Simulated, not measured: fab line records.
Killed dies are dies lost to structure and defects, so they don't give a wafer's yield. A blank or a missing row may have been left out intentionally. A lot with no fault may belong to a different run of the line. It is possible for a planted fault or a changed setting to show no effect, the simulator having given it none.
fab line records ; flow n5Finfet
[record] lots = 11; wafers = 32; lastDay = 17
route steps=1938 shown BEOL_M10@1524 BEOL_M11@1556
lots with no fault: from the same line, run without faults
startH: the number of hours between the record's first day and the start of the first shown wafer of the lot ; waitH: time in hours since the lot's previous step ; " same as the row above ; L1.1+2: a single row standing in for several wafers ; - either no value or no given start ; * or withheld: withheld ; < > ~ a bound
route shown NAME@n: a module of which the file shows steps, and the number in the route of the first ; usual: the fault-free wafers' mean and standard deviation ; same: alike in all rows ; chamber/n: place in a boat ; sites: per-site readings ; _std_site: how widely they spread, as a standard deviation ; _edge_site: inner sites' mean taken away from outer sites' mean ; radiusMm: for every site, how far away it sits from the centre of the wafer ; mask NAME#n: copy n ; behind: the most recent tool/chamber to have shaped the wafer ; hold: the reason the lot was held/the length of the hold in hours/how it ended ; device: transistor that didn't switch, given as n, p or np ; end of line: the route-end tests of the same wafers ; for a step that has no rows: nothing shown but its recipe ; killed: dies that structure and defects cost at the first sort, which is not the same as the wafer's yield ; map: per-die view of a wafer (x killed, . not killed, _ where there is no die)
set.NAME: the run value of the setting; set.NAME@STEP: its run value at that earlier step ; model.NAME: the simulator's own value behind a step, which no gauge read
a sample of lots followed through the steps of the route, with each step as a table and each wafer as a row
services: the hour from which a tool's chamber was out of use, counted from the record's first day as startH (under 0 if before that day), plus the number of hours and why
[[steps]]
[step N5_BEOL_M10_ALD_74]
[recipe] material = TaN; targetThkA = 20; tempC = 275; aldPrecursorFamily = PDMAT; aldCoReactant = NH3; pressureTorr = 3; carrierFlowSccm = 1500; pulseTimeS = 2; purgeTimeS = 3; coReactantPurgeTimeS = 2; coReactantPulseTimeS = 3; aldCycles = 40; precursorVesselTempC = 75; precursorVesselPressureTorr = 26.25; precursorVesselCarrierSccm = 1000
[usual] chamberPressureTorr = 3.000/0.0069; heaterPowerOuterW = 238/35; heaterPowerW = 429/65
[same] coReactantPurgeTimeS = 2; pulseTimeS = 2
lot.wafer;tool;chamber;startH;waitH;chamberPressureTorr;heaterPowerOuterW;heaterPowerW
L660.1;aldMetal-03;2;229.87;0.1;2.999;202;378
L660.2;aldMetal-03;3;229.87;0.1;3.001;250;396
L660.5;aldMetal-03;1;229.87;0.1;3.002;222;405
L663.2;aldMetal-04;3;252.01;0.1;3.003;204;400
L663.3;aldMetal-04;1;252.01;0.1;2.999;246;442
L663.4;aldMetal-04;0;252.01;0.1;2.986;260;472
L664.2;aldMetal-03;0;252.38;0.1;2.998;277;508
L664.3;aldMetal-03;2;252.38;0.1;3.003;207;387
L664.6;aldMetal-03;2;252.38;0.1;2.994;205;374
L665.3;aldMetal-04;2;260.48;0.1;3.003;251;512
L665.4;aldMetal-04;2;260.48;0.1;3.001;251;494
L665.6;aldMetal-04;0;260.48;0.1;3.008;261;477
L667.1;aldMetal-03;0;266.93;0.0;3.001;277;509
L667.2;aldMetal-03;2;266.93;0.0;3.013;211;381
L667.3;aldMetal-03;3;266.93;0.0;2.989;248;408
L669.2;aldMetal-04;2;275.17;0.0;3.002;252;513
L669.3;aldMetal-04;3;275.17;0.0;2.991;202;409
L669.4;aldMetal-04;1;275.17;0.0;3.007;247;440
L676.2;aldMetal-01;0;328.70;0.1;2.990;194;349
L676.4;aldMetal-01;3;328.70;0.1;2.992;189;334
L676.6;aldMetal-01;2;328.70;0.1;3.016;224;405
L677.2;aldMetal-04;1;338.15;0.2;2.993;249;437
L677.6;aldMetal-04;0;338.15;0.2;3.004;265;468
L679.1;aldMetal-03;3;350.90;0.1;2.992;250;401
L679.5;aldMetal-03;3;350.90;0.1;3.001;246;384
L679.6;aldMetal-03;0;350.90;0.1;2.986;272;512
L682.3;aldMetal-03;0;362.26;0.1;2.993;272;496
L682.5;aldMetal-03;3;362.26;0.1;3.002;246;377
L682.6;aldMetal-03;0;362.26;0.1;2.998;281;506
L681.2;aldMetal-03;2;364.31;0.0;3.002;210;383
L681.4;aldMetal-03;3;364.31;0.0;3.003;249;398
L681.6;aldMetal-03;3;364.31;0.0;3.002;249;395
[step N5_BEOL_M11_STRIP_67]
[recipe] chemistry = CF4; resist = SiARC; powerW = 300; biasPowerW = 75; pressureMtorr = 50; cf4FlowSccm = 150; rfFrequencyHz = 6e+07
[usual] drypumpMotorCurrentA = 5.9/0.47; oesProductAu = 0.82/0.075; rfVppV = 271.0/1.5; showerheadPlenumPTorr = 1.79/0.049; throttleValvePct = 13.5/0.36
lot.wafer;tool;chamber;startH;waitH;drypumpMotorCurrentA;oesProductAu;rfHoursCounterH;rfVppV;showerheadPlenumPTorr;throttleValvePct
L660.1;rieDiel-02;3;235.79;0.0;5.3;0.82;70;269.8;1.75;13.4
L660.2;rieDiel-02;2;235.79;0.0;6.1;0.94;12;269.7;1.77;13.4
L660.5;rieDiel-02;3;235.79;0.0;5.3;0.82;-;270.7;1.76;13.4
L663.2;rieDiel-06;2;256.24;0.0;5.4;0.74;184;272.2;1.81;14.1
L663.3;rieDiel-06;1;256.24;0.0;5.5;0.89;31;270.2;1.76;13.3
L663.4;rieDiel-06;0;256.24;0.0;6.1;0.80;101;271.1;1.81;13.8
L664.2;rieDiel-02;1;257.32;0.0;6.6;0.79;114;271.9;1.81;13.5
L664.3;rieDiel-02;2;257.32;0.0;6.1;0.91;19;269.6;1.76;13.5
L664.6;rieDiel-02;2;257.32;0.0;6.1;0.92;-;270.3;1.76;13.5
L665.3;rieDiel-03;0;270.47;0.0;6.2;0.91;29;271.2;1.73;13.0
L665.4;rieDiel-03;3;270.47;0.0;5.7;0.68;243;272.4;1.85;13.9
L665.6;rieDiel-03;0;270.47;0.0;6.2;0.90;-;270.3;1.73;13.0
L667.1;rieDiel-02;3;274.40;0.0;5.2;0.82;81;271.2;1.75;13.5
L667.2;rieDiel-02;2;274.40;0.0;6.1;0.92;24;271.2;1.76;13.5
L667.3;rieDiel-02;1;274.40;0.0;6.6;0.78;119;270.4;1.81;13.5
L669.2;rieDiel-06;2;279.71;0.0;5.4;0.74;192;271.8;1.81;14.1
L669.3;rieDiel-06;3;279.71;0.0;5.4;0.84;66;273.9;1.88;13.3
L669.4;rieDiel-06;1;279.71;0.0;5.5;0.88;36;270.3;1.76;13.4
L676.2;rieDiel-02;0;333.15;0.0;6.3;0.94;2;272.6;1.86;13.1
L676.4;rieDiel-02;2;333.15;0.0;6.1;0.88;43;270.4;1.76;13.5
L676.6;rieDiel-02;0;333.15;0.0;6.3;0.94;-;271.7;1.86;13.1
L677.2;rieDiel-02;3;343.38;0.0;5.2;0.79;103;269.5;1.75;13.5
L677.6;rieDiel-02;0;343.38;0.0;6.2;0.94;-;272.3;1.86;13.1
L679.1;rieDiel-06;3;355.14;0.0;5.4;0.82;88;274.7;1.87;13.3
L679.5;rieDiel-06;1;355.14;0.0;5.5;0.85;-;269.3;1.76;13.4
L679.6;rieDiel-06;0;355.14;0.0;6.0;0.77;-;269.9;1.81;13.8
L682.3;rieDiel-03;0;369.15;0.0;6.2;0.87;60;269.2;1.72;13.0
L682.5;rieDiel-03;1;369.15;0.0;5.6;0.70;-;270.3;1.73;14.2
L682.6;rieDiel-03;0;369.15;0.0;6.2;0.87;-;270.3;1.72;13.0
L681.2;rieDiel-03;0;369.47;0.0;6.2;0.86;60;271.0;1.72;13.0
L681.4;rieDiel-03;1;369.47;0.0;5.7;0.71;235;268.0;1.73;14.1
L681.6;rieDiel-03;1;369.47;0.0;5.6;0.71;-;270.7;1.73;14.1
[step N5_BEOL_M11_COAT_63]
[recipe] resist = SOC; tempC = 250; timeS = 60; spinRpm = 1500; resistThkNm = 100
[usual] heaterPowerTotalW = 500.4/1.7; plateTempC = 249.95/0.18; spinSpeedRpm = 1500.1/0.97
[same] timeS = 60
lot.wafer;tool;chamber;startH;waitH;heaterPowerTotalW;plateTempC;spinSpeedRpm
L660.1;lithoTrack-03;0;239.19;3.2;498.1;249.59;1498.5
L660.2;lithoTrack-03;0;239.19;3.2;498.6;250.10;1498.8
L660.5;lithoTrack-03;0;239.19;3.2;502.3;249.99;1499.2
L663.2;lithoTrack-02;0;257.88;1.3;499.6;249.94;1500.2
L663.3;lithoTrack-02;0;257.88;1.3;498.4;250.06;1498.7
L663.4;lithoTrack-02;0;257.88;1.3;503.0;249.74;1499.5
L664.2;lithoTrack-03;0;257.88;0.3;497.3;249.84;1501.6
L664.3;lithoTrack-03;0;257.88;0.3;500.6;250.17;1501.1
L664.6;lithoTrack-03;0;257.88;0.3;500.3;249.68;1500.3
L665.3;lithoTrack-02;0;272.68;2.0;502.8;249.71;1499.9
L665.4;lithoTrack-02;0;272.68;2.0;502.1;249.88;1498.3
L665.6;lithoTrack-02;0;272.68;2.0;503.4;249.83;1501.1
L667.1;lithoTrack-02;0;274.65;0.0;478.2;242.12;1501.9
L667.2;lithoTrack-02;0;274.65;0.0;479.5;242.15;1499.4
L667.3;lithoTrack-02;0;274.65;0.0;478.9;241.75;1501.5
L669.2;lithoTrack-02;0;280.73;0.8;481.9;241.72;1500.7
L669.3;lithoTrack-02;0;280.73;0.8;479.4;241.59;1501.2
L669.4;lithoTrack-02;0;280.73;0.8;482.1;241.82;1500.4
L676.2;lithoTrack-03;0;333.44;0.1;498.4;249.79;1500.1
L676.4;lithoTrack-03;0;333.44;0.1;498.5;249.75;1498.3
L676.6;lithoTrack-03;0;333.44;0.1;500.1;249.88;1498.8
L677.2;lithoTrack-04;0;345.19;1.5;500.2;249.79;1499.8
L677.6;lithoTrack-04;0;345.19;1.5;502.9;250.05;1500.2
L679.1;lithoTrack-03;0;356.29;0.8;499.9;249.76;1499.7
L679.5;lithoTrack-03;0;356.29;0.8;498.3;250.08;1500.4
L679.6;lithoTrack-03;0;356.29;0.8;498.4;249.94;1498.3
L682.3;lithoTrack-04;0;369.48;0.0;502.8;249.93;1500.1
L682.5;lithoTrack-04;0;369.48;0.0;500.5;249.83;1498.8
L682.6;lithoTrack-04;0;369.48;0.0;499.6;249.84;1498.7
L681.2;lithoTrack-02;0;369.73;0.0;502.3;250.15;1499.8
L681.4;lithoTrack-02;0;369.73;0.0;503.2;250.32;1498.2
L681.6;lithoTrack-02;0;369.73;0.0;501.9;250.02;1498.0
[step N5_BEOL_M11_ETCH_65]
[recipe] chemistry = CF4; target = SiARC; targetDepthA = 390; maskMaterial = CAR-ArF; timeS = 65; ionEnergyEv = 80; pressureMtorr = 40; sourceW = 545; biasW = 36; Ar_flow_sccm = 100; cf4FlowSccm = 100; ends = cleared
[usual] drypumpMotorCurrentA = 5.9/0.46; etchRfOnTimeS = 66.2/2.4; oesProductAu = 0.69/0.067; rfVppV = 184.0/1.1; showerheadPlenumPTorr = 2.14/0.061; throttleValvePct = 15.6/0.33
lot.wafer;tool;chamber;startH;waitH;drypumpMotorCurrentA;etchRfOnTimeS;oesProductAu;rfHoursCounterH;rfVppV;showerheadPlenumPTorr;throttleValvePct
L660.1;rieDiel-06;3;240.10;0.0;5.4;67.5;0.72;53;183.7;2.25;15.3
L660.2;rieDiel-06;0;240.10;0.0;6.1;63.0;0.70;97;184.8;2.17;15.8
L660.5;rieDiel-06;2;240.10;0.0;5.3;70.1;0.61;-;184.7;2.14;16.0
L663.2;rieDiel-03;1;258.25;0.0;5.7;65.2;0.62;198;181.8;2.06;16.0
L663.3;rieDiel-03;2;258.25;0.0;6.6;67.7;0.74;35;184.5;2.18;15.4
L663.4;rieDiel-03;3;258.25;0.0;5.7;69.0;0.56;240;185.9;2.20;15.9
L664.2;rieDiel-06;3;258.73;0.0;5.4;68.0;0.71;59;185.6;2.25;15.3
L664.3;rieDiel-06;0;258.73;0.0;6.0;63.1;0.69;102;184.9;2.17;15.8
L664.6;rieDiel-06;3;258.73;0.0;5.4;67.7;0.70;-;185.9;2.25;15.3
L665.3;rieDiel-03;2;273.18;0.0;6.6;67.1;0.74;39;184.0;2.18;15.4
L665.4;rieDiel-03;1;273.18;0.0;5.7;65.3;0.62;-;182.4;2.05;16.1
L665.6;rieDiel-03;2;273.18;0.0;6.6;67.6;0.74;-;183.1;2.18;15.4
L667.1;rieDiel-03;2;275.15;0.0;6.6;67.2;0.73;41;184.7;2.18;15.4
L667.2;rieDiel-03;0;275.15;0.0;6.2;64.8;0.77;31;183.8;2.07;15.0
L667.3;rieDiel-03;1;275.15;0.0;5.7;65.1;0.62;204;181.8;2.05;16.1
L669.2;rieDiel-06;1;281.51;0.0;5.5;60.7;0.78;37;184.0;2.10;15.4
L669.3;rieDiel-06;0;281.51;0.0;6.0;61.9;0.69;109;183.9;2.17;15.8
L669.4;rieDiel-06;3;281.51;0.0;5.4;65.2;0.71;66;186.5;2.25;15.3
L676.2;rieDiel-06;0;333.94;0.0;6.1;63.3;0.67;124;184.1;2.16;15.9
L676.4;rieDiel-06;1;333.94;0.0;5.5;62.6;0.75;51;183.0;2.09;15.4
L676.6;rieDiel-06;1;333.94;0.0;5.5;62.5;0.76;-;183.4;2.09;15.4
L677.2;rieDiel-03;0;345.90;0.0;6.2;65.2;0.74;52;185.6;2.06;15.1
L677.6;rieDiel-03;3;345.90;0.0;5.7;66.6;0.78;-;182.4;2.19;15.5
L679.1;rieDiel-02;0;356.66;0.0;6.2;65.9;0.78;10;183.6;2.21;15.2
L679.5;rieDiel-02;1;356.66;0.0;6.6;67.5;0.63;-;183.9;2.14;15.5
L679.6;rieDiel-02;0;356.66;0.0;6.2;66.1;0.78;-;184.0;2.21;15.2
L682.3;rieDiel-02;3;369.98;0.0;5.3;63.8;0.67;113;183.5;2.07;15.5
L682.5;rieDiel-02;1;369.98;0.0;6.6;66.3;0.64;-;183.8;2.14;15.5
L682.6;rieDiel-02;0;369.98;0.0;6.3;64.6;0.77;-;184.5;2.21;15.2
L681.2;rieDiel-03;1;370.22;0.0;5.7;65.1;0.60;235;183.4;2.04;16.1
L681.4;rieDiel-03;0;370.22;0.0;6.2;65.3;0.73;60;182.7;2.06;15.1
L681.6;rieDiel-03;3;370.22;0.0;5.7;67.1;0.76;-;184.0;2.19;15.5
[[services]]
tool;chamber;startH;hours;kind
aldMetal-01;-;249.17;8.7;pm
aldMetal-04;1;258.31;4.8;repair
aldMetal-04;-;259.49;0.8;repair
rieDiel-06;1;268.83;5.7;repair
aldMetal-01;2;273.62;11.8;repair
aldMetal-01;-;279.51;0.6;repair
rieDiel-03;0;288.35;3.7;repair
rieDiel-03;3;298.09;-;clean
rieDiel-03;3;298.09;-;consumableReplace:focusRing
rieDiel-03;3;298.09;12.6;scheduledDown
rieDiel-03;3;298.09;12.6;ventCycle
rieDiel-02;0;307.50;-;clean
rieDiel-02;0;307.50;-;consumableReplace:focusRing
rieDiel-02;0;307.50;16.1;scheduledDown
rieDiel-02;0;307.50;16.1;ventCycle
aldMetal-01;-;337.25;14.0;pm
aldMetal-01;0;337.25;14.0;ventCycle
aldMetal-01;1;337.25;14.0;ventCycle
aldMetal-01;2;337.25;14.0;ventCycle
aldMetal-01;3;337.25;14.0;ventCycle
lithoTrack-04;-;342.51;-;consumableReplace:filter
rieDiel-06;-;351.47;2.8;pm
lithoTrack-03;-;359.05;-;consumableReplace:filter
aldMetal-03;3;370.22;17.4;repair
[[key]]
[firstSign] step = N5_BEOL_M11_COAT_63; reading = plateTempC; direction = down; sigmas = 46; usual = *; struck = *
[effect] step = N5_BEOL_M11_COAT_63; reading = heaterPowerTotalW; direction = down; sigmas = 12; usual = *; struck = *
metAt N5_BEOL_M11_COAT_63
struckLots L667,L669
notActingAt N5_BEOL_M10_ALD_74,N5_BEOL_M11_STRIP_67,N5_BEOL_M11_ETCH_65
onsetBetween 272.68 274.65
[fault] kind = processParameterDrift; tool = lithoTrack-02; chamber = -; onsetH = 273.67; steps = N5_BEOL_M11_COAT_63; channel = tempC; offset = *; shape = step; endH = 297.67; actsIn = *; stated = *
